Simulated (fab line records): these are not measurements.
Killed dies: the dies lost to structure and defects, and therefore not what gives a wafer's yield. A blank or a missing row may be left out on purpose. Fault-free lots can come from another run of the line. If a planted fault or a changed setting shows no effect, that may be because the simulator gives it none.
The tool behind it: which one? :: flow n5_finfet :: 42 wafers from 14 lots sampled at 4 of the route's 1938 steps

## WHAT EACH GAUGE READ, for each wafer
No reading from a measuring or inspecting step in the record can be judged against a usual standard deviation.

## EACH LOT AND THE TOOL THAT RAN IT (in order: tool; ch and the chambers of the sampled wafers; start)
lot: L608
N5_FIN_SAQP_ETCH_34: rie_diel-04 ch 0,1, day 2 10:02
N5_FIN_SAQP_STRIP_77: rie_diel-04 ch 0,1, day 2 10:04
N5_FIN_SAQP_HM_CD_35: cd_sem-01, day 2 10:12
N5_FIN_CUT_PEB_06: litho_track-03 ch 0, day 2 10:45

lot: L610
N5_FIN_SAQP_ETCH_34: rie_diel-03 ch 1,2,3, day 2 23:04
N5_FIN_SAQP_STRIP_77: rie_diel-03 ch 1,2,3, day 2 23:05
N5_FIN_SAQP_HM_CD_35: cd_sem-03, day 2 23:12
N5_FIN_CUT_PEB_06: litho_track-03 ch 0, day 2 23:53

lot: L612
N5_FIN_SAQP_ETCH_34: rie_diel-03 ch 0,1,2, day 3 08:56
N5_FIN_SAQP_STRIP_77: rie_diel-03 ch 0,1,2, day 3 08:58
N5_FIN_SAQP_HM_CD_35: cd_sem-01, day 3 09:05
N5_FIN_CUT_PEB_06: litho_track-03, day 3 09:38

lot: L613
N5_FIN_SAQP_ETCH_34: rie_diel-04 ch 1,2,3, day 3 15:48
N5_FIN_SAQP_STRIP_77: rie_diel-04 ch 1,2,3, day 3 15:49
N5_FIN_SAQP_HM_CD_35: cd_sem-02, day 3 15:56
N5_FIN_CUT_PEB_06: litho_track-03, day 3 16:37

lot: L620
N5_FIN_SAQP_ETCH_34: rie_diel-03 ch 0,1,2, day 5 07:57
N5_FIN_SAQP_STRIP_77: rie_diel-03 ch 0,1,2, day 5 07:58
N5_FIN_SAQP_HM_CD_35: cd_sem-03, day 5 08:06
N5_FIN_CUT_PEB_06: litho_track-02 ch 0, day 5 08:39

lot: L621
N5_FIN_SAQP_ETCH_34: rie_diel-01 ch 0,1,2, day 5 15:59
N5_FIN_SAQP_STRIP_77: rie_diel-01 ch 0,1,2, day 5 16:01
N5_FIN_SAQP_HM_CD_35: cd_sem-03, day 5 16:08
N5_FIN_CUT_PEB_06: litho_track-02 ch 0, day 5 17:41

lot: L622
N5_FIN_SAQP_ETCH_34: rie_diel-04 ch 1,2,3, day 5 21:17
N5_FIN_SAQP_STRIP_77: rie_diel-04 ch 1,2,3, day 5 21:18
N5_FIN_SAQP_HM_CD_35: cd_sem-01, day 5 21:26
N5_FIN_CUT_PEB_06: litho_track-05 ch 0, day 5 22:14

lot: L623
N5_FIN_SAQP_ETCH_34: rie_diel-03 ch 2,3, day 6 01:40
N5_FIN_SAQP_STRIP_77: rie_diel-03 ch 2,3, day 6 01:41
N5_FIN_SAQP_HM_CD_35: cd_sem-01, day 6 01:50
N5_FIN_CUT_PEB_06: litho_track-05 ch 0, day 6 02:23

lot: L624
N5_FIN_SAQP_ETCH_34: rie_diel-01 ch 1,2,3, day 6 08:34
N5_FIN_SAQP_STRIP_77: rie_diel-01 ch 1,2,3, day 6 08:36
N5_FIN_SAQP_HM_CD_35: cd_sem-02, day 6 08:43
N5_FIN_CUT_PEB_06: litho_track-03 ch 0, day 6 09:16

lot: L625
N5_FIN_SAQP_ETCH_34: rie_diel-01 ch 0,1,3, day 6 14:38
N5_FIN_SAQP_STRIP_77: rie_diel-01 ch 0,1,3, day 6 14:39
N5_FIN_SAQP_HM_CD_35: cd_sem-03, day 6 14:47
N5_FIN_CUT_PEB_06: litho_track-03 ch 0, day 6 15:28

lot: L626
N5_FIN_SAQP_ETCH_34: rie_diel-04 ch 0,1, day 6 20:08
N5_FIN_SAQP_STRIP_77: rie_diel-04 ch 0,1, day 6 20:10
N5_FIN_SAQP_HM_CD_35: cd_sem-03, day 6 20:17
N5_FIN_CUT_PEB_06: litho_track-03 ch 0, day 6 20:50

lot: L627
N5_FIN_SAQP_ETCH_34: rie_diel-01 ch 0,3, day 7 02:20
N5_FIN_SAQP_STRIP_77: rie_diel-01 ch 0,3, day 7 02:21
N5_FIN_SAQP_HM_CD_35: cd_sem-03, day 7 02:29
N5_FIN_CUT_PEB_06: litho_track-02 ch 0, day 7 03:10

lot: L628
N5_FIN_SAQP_ETCH_34: rie_diel-03 ch 0,1,2, day 7 08:18
N5_FIN_SAQP_STRIP_77: rie_diel-03 ch 0,1,2, day 7 08:19
N5_FIN_SAQP_HM_CD_35: cd_sem-03, day 7 08:27
N5_FIN_CUT_PEB_06: litho_track-05 ch 0, day 7 09:00

lot: L630
N5_FIN_SAQP_ETCH_34: rie_diel-01 ch 0,1,2, day 7 21:02
N5_FIN_SAQP_STRIP_77: rie_diel-01 ch 0,1,2, day 7 21:04
N5_FIN_SAQP_HM_CD_35: cd_sem-03, day 7 21:11
N5_FIN_CUT_PEB_06: litho_track-03 ch 0, day 7 21:45
- N5_FIN_SAQP_ETCH_34: etches SiO2 in C4F6/O2, target depth 45 nm, time 15 s.
- N5_FIN_SAQP_STRIP_77: strips in N2/H2, time 90 s.
- N5_FIN_SAQP_HM_CD_35: target cd 8 nm.
- N5_FIN_CUT_PEB_06: peb time 60 s.

## AS READ BY THE TOOLS THEMSELVES (means over the sampled wafers that have a number; for cases with no such wafer, the mark the record gives instead)
N5_FIN_SAQP_ETCH_34.
lot: L608
tool: rie_diel-04
drypump_motor_current_A (A): 5.7
etch_rf_on_time_s (s): 15.3
oes_product_au (a.u.): 0.58
rf_vpp_V (V): 645
showerhead_plenum_p_Torr (Torr): 2.78
throttle_valve_pct (%): 21.41

lot: L610
tool: rie_diel-03
drypump_motor_current_A (A): 5.6
etch_rf_on_time_s (s): 14.7
oes_product_au (a.u.): 0.73
rf_vpp_V (V): 686
showerhead_plenum_p_Torr (Torr): 2.92
throttle_valve_pct (%): 21.08

lot: L612
tool: rie_diel-03
drypump_motor_current_A (A): 5.8
etch_rf_on_time_s (s): 14.6
oes_product_au (a.u.): 0.73
rf_vpp_V (V): 677
showerhead_plenum_p_Torr (Torr): 2.92
throttle_valve_pct (%): 21.00

lot: L613
tool: rie_diel-04
drypump_motor_current_A (A): 5.3
etch_rf_on_time_s (s): 14.4
oes_product_au (a.u.): 0.67
rf_vpp_V (V): 659
showerhead_plenum_p_Torr (Torr): 2.86
throttle_valve_pct (%): 21.14

lot: L620
tool: rie_diel-03
drypump_motor_current_A (A): 5.8
etch_rf_on_time_s (s): 14.5
oes_product_au (a.u.): 0.71
rf_vpp_V (V): 677
showerhead_plenum_p_Torr (Torr): 2.91
throttle_valve_pct (%): 21.03

lot: L621
tool: rie_diel-01
drypump_motor_current_A (A): 5.8
etch_rf_on_time_s (s): 15.2
oes_product_au (a.u.): 0.65
rf_vpp_V (V): 659
showerhead_plenum_p_Torr (Torr): 2.79
throttle_valve_pct (%): 21.13

lot: L622
tool: rie_diel-04
drypump_motor_current_A (A): 5.3
etch_rf_on_time_s (s): 14.7
oes_product_au (a.u.): 0.72
rf_vpp_V (V): 659
showerhead_plenum_p_Torr (Torr): 2.85
throttle_valve_pct (%): 21.03

lot: L623
tool: rie_diel-03
drypump_motor_current_A (A): 5.7
etch_rf_on_time_s (s): 14.7
oes_product_au (a.u.): 0.63
rf_vpp_V (V): 689
showerhead_plenum_p_Torr (Torr): 2.88
throttle_valve_pct (%): 21.36

lot: L624
tool: rie_diel-01
drypump_motor_current_A (A): 5.5
etch_rf_on_time_s (s): 15.2
oes_product_au (a.u.): 0.62
rf_vpp_V (V): 675
showerhead_plenum_p_Torr (Torr): 2.79
throttle_valve_pct (%): 21.19

lot: L625
tool: rie_diel-01
drypump_motor_current_A (A): 6.0
etch_rf_on_time_s (s): 15.1
oes_product_au (a.u.): 0.66
rf_vpp_V (V): 679
showerhead_plenum_p_Torr (Torr): 2.87
throttle_valve_pct (%): 21.00

lot: L626
tool: rie_diel-04
drypump_motor_current_A (A): 5.8
etch_rf_on_time_s (s): 15.3
oes_product_au (a.u.): 0.77
rf_vpp_V (V): 649
showerhead_plenum_p_Torr (Torr): 2.88
throttle_valve_pct (%): 21.04

lot: L627
tool: rie_diel-01
drypump_motor_current_A (A): 6.3
etch_rf_on_time_s (s): 14.9
oes_product_au (a.u.): 0.69
rf_vpp_V (V): 682
showerhead_plenum_p_Torr (Torr): 2.93
throttle_valve_pct (%): 21.01

lot: L628
tool: rie_diel-03
drypump_motor_current_A (A): 5.8
etch_rf_on_time_s (s): 14.7
oes_product_au (a.u.): 0.69
rf_vpp_V (V): 676
showerhead_plenum_p_Torr (Torr): 2.90
throttle_valve_pct (%): 21.05

lot: L630
tool: rie_diel-01
drypump_motor_current_A (A): 5.8
etch_rf_on_time_s (s): 15.0
oes_product_au (a.u.): 0.72
rf_vpp_V (V): 663
showerhead_plenum_p_Torr (Torr): 2.89
throttle_valve_pct (%): 21.04

N5_FIN_SAQP_STRIP_77.
lot: L608
tool: rie_diel-04
drypump_motor_current_A (A): 5.8
oes_product_au (a.u.): 0.68
rf_vpp_V (V): 45.1
showerhead_plenum_p_Torr (Torr): 3.28
throttle_valve_pct (%): 12.7

lot: L610
tool: rie_diel-03
drypump_motor_current_A (A): 5.6
oes_product_au (a.u.): 0.84
rf_vpp_V (V): 46.1
showerhead_plenum_p_Torr (Torr): 3.44
throttle_valve_pct (%): 12.0

lot: L612
tool: rie_diel-03
drypump_motor_current_A (A): 5.8
oes_product_au (a.u.): 0.85
rf_vpp_V (V): 44.6
showerhead_plenum_p_Torr (Torr): 3.45
throttle_valve_pct (%): 12.1

lot: L613
tool: rie_diel-04
drypump_motor_current_A (A): 5.4
oes_product_au (a.u.): 0.77
rf_vpp_V (V): 45.0
showerhead_plenum_p_Torr (Torr): 3.38
throttle_valve_pct (%): 12.2

lot: L620
tool: rie_diel-03
drypump_motor_current_A (A): 5.9
oes_product_au (a.u.): 0.83
rf_vpp_V (V): 46.1
showerhead_plenum_p_Torr (Torr): 3.44
throttle_valve_pct (%): 12.1

lot: L621
tool: rie_diel-01
drypump_motor_current_A (A): 5.8
oes_product_au (a.u.): 0.76
rf_vpp_V (V): 44.6
showerhead_plenum_p_Torr (Torr): 3.30
throttle_valve_pct (%): 12.3

lot: L622
tool: rie_diel-04
drypump_motor_current_A (A): 5.3
oes_product_au (a.u.): 0.83
rf_vpp_V (V): 44.9
showerhead_plenum_p_Torr (Torr): 3.37
throttle_valve_pct (%): 12.1

lot: L623
tool: rie_diel-03
drypump_motor_current_A (A): 5.8
oes_product_au (a.u.): 0.74
rf_vpp_V (V): 45.6
showerhead_plenum_p_Torr (Torr): 3.40
throttle_valve_pct (%): 12.3

lot: L624
tool: rie_diel-01
drypump_motor_current_A (A): 5.5
oes_product_au (a.u.): 0.71
rf_vpp_V (V): 45.2
showerhead_plenum_p_Torr (Torr): 3.34
throttle_valve_pct (%): 12.5

lot: L625
tool: rie_diel-01
drypump_motor_current_A (A): 6.0
oes_product_au (a.u.): 0.77
rf_vpp_V (V): 45.7
showerhead_plenum_p_Torr (Torr): 3.41
throttle_valve_pct (%): 12.2

lot: L626
tool: rie_diel-04
drypump_motor_current_A (A): 5.8
oes_product_au (a.u.): 0.91
rf_vpp_V (V): 46.3
showerhead_plenum_p_Torr (Torr): 3.40
throttle_valve_pct (%): 12.1

lot: L627
tool: rie_diel-01
drypump_motor_current_A (A): 6.2
oes_product_au (a.u.): 0.81
rf_vpp_V (V): 45.5
showerhead_plenum_p_Torr (Torr): 3.48
throttle_valve_pct (%): 12.1

lot: L628
tool: rie_diel-03
drypump_motor_current_A (A): 5.9
oes_product_au (a.u.): 0.81
rf_vpp_V (V): 45.6
showerhead_plenum_p_Torr (Torr): 3.44
throttle_valve_pct (%): 12.2

lot: L630
tool: rie_diel-01
drypump_motor_current_A (A): 5.8
oes_product_au (a.u.): 0.85
rf_vpp_V (V): 45.1
showerhead_plenum_p_Torr (Torr): 3.43
throttle_valve_pct (%): 12.1

N5_FIN_SAQP_HM_CD_35.
lot: L608
tool: cd_sem-01
cd_nm (nm): 7.9

lot: L610
tool: cd_sem-03
cd_nm (nm): 8.4

lot: L612
tool: cd_sem-01
cd_nm (nm): 8.0

lot: L613
tool: cd_sem-02
cd_nm (nm): 7.9

lot: L620
tool: cd_sem-03
cd_nm (nm): 8.0

lot: L621
tool: cd_sem-03
cd_nm (nm): 8.3

lot: L622
tool: cd_sem-01
cd_nm (nm): 8.0

lot: L623
tool: cd_sem-01
cd_nm (nm): 8.3

lot: L624
tool: cd_sem-02
cd_nm (nm): 8.1

lot: L625
tool: cd_sem-03
cd_nm (nm): 8.2

lot: L626
tool: cd_sem-03
cd_nm (nm): 8.1

lot: L627
tool: cd_sem-03
cd_nm (nm): 8.0

lot: L628
tool: cd_sem-03
cd_nm (nm): 8.0

lot: L630
tool: cd_sem-03
cd_nm (nm): 8.5

N5_FIN_CUT_PEB_06.
lot: L608
tool: litho_track-03
chill_plate_temp_C (C): 23.11
exhaust_pa (Pa): 44.5

lot: L610
tool: litho_track-03
chill_plate_temp_C (C): 22.89
exhaust_pa (Pa): 44.2

lot: L612
tool: litho_track-03
chill_plate_temp_C (C): -
exhaust_pa (Pa): -

lot: L613
tool: litho_track-03
chill_plate_temp_C (C): -
exhaust_pa (Pa): -

lot: L620
tool: litho_track-02
chill_plate_temp_C (C): 23.02
exhaust_pa (Pa): 45.2

lot: L621
tool: litho_track-02
chill_plate_temp_C (C): 23.14
exhaust_pa (Pa): 44.4

lot: L622
tool: litho_track-05
chill_plate_temp_C (C): 22.94
exhaust_pa (Pa): 44.1

lot: L623
tool: litho_track-05
chill_plate_temp_C (C): 22.98
exhaust_pa (Pa): 44.5

lot: L624
tool: litho_track-03
chill_plate_temp_C (C): 23.07
exhaust_pa (Pa): 44.8

lot: L625
tool: litho_track-03
chill_plate_temp_C (C): 23.00
exhaust_pa (Pa): 45.1

lot: L626
tool: litho_track-03
chill_plate_temp_C (C): 23.03
exhaust_pa (Pa): 45.4

lot: L627
tool: litho_track-02
chill_plate_temp_C (C): 23.17
exhaust_pa (Pa): 44.1

lot: L628
tool: litho_track-05
chill_plate_temp_C (C): 23.01
exhaust_pa (Pa): 45.4

lot: L630
tool: litho_track-03
chill_plate_temp_C (C): 22.89
exhaust_pa (Pa): 45.7

## THE ANSWER, worked out from the rows above alone
Rule: the usual values come from the lots themselves. The widest of any qualifying gaps counts: lots, ordered by their means at a reading, are off when they make up no more than a third of the lots, leave a main group of 4 or more, and stand apart from it by 3 or more times the standard deviation of that group's means. If all means in a main group match to the digits the tables above print for the reading, that group is not used. Also off: a lot with no number at a reading for which 4 or more lots have one. The other lots that the step has rows for count as sound. The gauges are gone through in route order, then the tools' own readings, and for those a lot's mean is taken as printed above. At the first step where some lot is off, the reading lying furthest off is the one used; lots without a number count as furthest.
Off at N5_FIN_CUT_PEB_06 (chill_plate_temp_C): L612, L613. Without a number there: L612, L613. For the main group the mean is 23.02 C and the standard deviation 0.087.
If a tool, at that step or one of the process steps before it, ran each lot that is off and ran no sound lot following the first of them, it fits. Of those tried, none fits.

## WHAT HAD BEEN PUT IN BY THE SIMULATOR
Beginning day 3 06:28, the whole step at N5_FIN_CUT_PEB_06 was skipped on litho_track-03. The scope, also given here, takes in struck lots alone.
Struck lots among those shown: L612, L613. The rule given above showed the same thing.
